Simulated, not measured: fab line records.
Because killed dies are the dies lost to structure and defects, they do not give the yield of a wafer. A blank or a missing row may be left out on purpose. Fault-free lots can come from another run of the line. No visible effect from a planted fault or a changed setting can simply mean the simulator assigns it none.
Comparing a struck lot with a sound one    flow n5_finfet    36 out of 1938 route steps
Sound: the wafers L606.3, L606.4, L606.5. Struck: wafer L603.2 (left out: L603.3, L603.6 of the same lot, which were not struck); the cause appears at the end.
Each step with rows lists, per side, the tool, then ch with its chambers, then its first start. Under that, the readings that differ: sound wafers    struck wafers    difference of the means    sigmas: that difference in standard deviations of wafers without a fault.
alike: same words and numbers on both sides, and readings whose means sit less than 2 such deviations apart. not compared: any withheld reading, any reading some wafer has no value for, any bound like >300 that may hide the same value, and any number with overlapping values for which the record gives no deviation.
Wherever a step has rows on one side only, a row that says differs or no value, or a row with sigmas, the two part there. Numbers that have no deviation but don't overlap get no sigmas and don't part them. Lack of a reading on every wafer of one side parts them only where that side has two or more wafers.

first, 8 steps without rows for these wafers: N5_BEOL_M6_SPUTTER_48 (material Cu, target thk 10 nm, time 1.667 s); N5_BEOL_M6_ECD_50 (material Cu, target thk 300 nm); N5_BEOL_M6_ANNEAL_51 (time 90 s); N5_BEOL_M6_CMP_52 (polishes, stops on SiCOH lowk, t overpolish 6.9 s, target thk 80 nm); N5_BEOL_M6_PRE_CLEAN_55 (time 15 s); N5_BEOL_M6_DEP_56 (deposits SiCN from 3MS/NH3, target thk 10 nm, time 17.5 s); N5_BEOL_M7_ILD_DEP_00 (deposits SiCOH lowk from DEMS/porogen, target thk 179.75 nm, time 33.4 s); N5_BEOL_M7_CURE_74 (cures SiCOH lowk, time 240 s).
N5_BEOL_M7_PECVD_70: deposits SiO2 from TEOS/O2, target thk 20 nm, time 22.7 s.
  sound on pecvd-04 ch 1,2, day 14 03:25; struck on pecvd-01 ch 0, day 14 01:10
reading                                     sound                 struck  difference  sigmas
susceptor_temp_C (C)                        400.15 400.10 400.37  405.37  +5.16       +21
throttle_valve_pct (%)                      20.5 20.3 21.5        23.6    +2.8        +2
model.SiO2_of_BEOL_M7_PECVD_70.thk_nm (nm)  19.8 19.8 20          19.2    -0.7        
  alike: heater_power_w, showerhead_plenum_p_Torr
then, 25 steps without rows for these wafers: N5_BEOL_M7_HM_DEP_02 (deposits TiN, target thk 20 nm); N5_BEOL_M7_COAT_59 (time 60 s, resist thk 100 nm); N5_BEOL_M7_COAT_60 (time 60 s, resist thk 35 nm); N5_BEOL_M7_COAT_05 (resist thk 90 nm); N5_BEOL_M7_EBR_07; N5_BEOL_M7_SOFTBAKE_06 (time 60 s); N5_BEOL_M7_EXPOSE_08 (exposes mask M7); N5_BEOL_M7_PEB_09 (peb time 60 s); N5_BEOL_M7_DEVELOP_10 (develop time 30 s); N5_BEOL_M7_DESCUM_16 (chemistry O2, time 7.9 s); N5_BEOL_M7_ETCH_61 (etches SiARC in CF4, target depth 45.5 nm, time 75.8 s); N5_BEOL_M7_ETCH_62 (etches SOC in N2/H2, target depth 110 nm, overetch 22 nm, time 165 s); N5_BEOL_M7_STRIP_68 (strips in N2/H2); N5_BEOL_M7_STRIP_67 (strips in CF4); N5_BEOL_M7_HM_OPEN_17 (chemistry Cl2/BCl3, target TiN, target depth 20 nm, overetch 6 nm); N5_BEOL_M7_STRIP_19 (strips in O2); N5_BEOL_M7_COAT_63 (time 60 s, resist thk 60 nm); N5_BEOL_M7_COAT_64 (time 60 s, resist thk 12 nm); N5_BEOL_M7_COAT_71 (time 60 s, resist thk 5 nm); N5_BEOL_M7_COAT_22 (resist thk 30 nm); N5_BEOL_M7_EBR_24; N5_BEOL_M7_SOFTBAKE_23 (time 60 s); N5_BEOL_M7_EXPOSE_25 (exposes mask V6, target cd 40 nm); N5_BEOL_M7_PEB_26 (peb time 60 s); N5_BEOL_M7_DEVELOP_27 (develop time 30 s).
N5_BEOL_M7_HM_STRIP_39: strips TiN in peroxide tin strip, target depth 25 nm, time 158 s.
  sound on wet_bench-05 ch 1,5,6, day 14 07:19; struck on wet_bench-02 ch 4, day 14 07:11
reading                                     sound           struck  difference  sigmas
model.SiO2_of_BEOL_M7_PECVD_70.thk_nm (nm)  19.6 19.8 19.8  19      -1          
-- a jump in the record: the struck wafers' starts before and after are 3 days apart (it breaks off in module BEOL_M7 and resumes in module PASSIVATION, where the first step shown is number 1936 of the route) --
N5_PASSIVATION_PROBE_49:
  only the struck wafers here have rows in the record (prober-01, day 17 14:40); the sound ones have none

WHERE THEY PART
Last at N5_PASSIVATION_PROBE_49 as far as this record goes, first at N5_BEOL_M7_PECVD_70.

WHY: what had been put in by the simulator
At N5_BEOL_M7_PECVD_70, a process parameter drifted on pecvd-01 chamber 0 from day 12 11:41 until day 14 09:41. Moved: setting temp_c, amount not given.
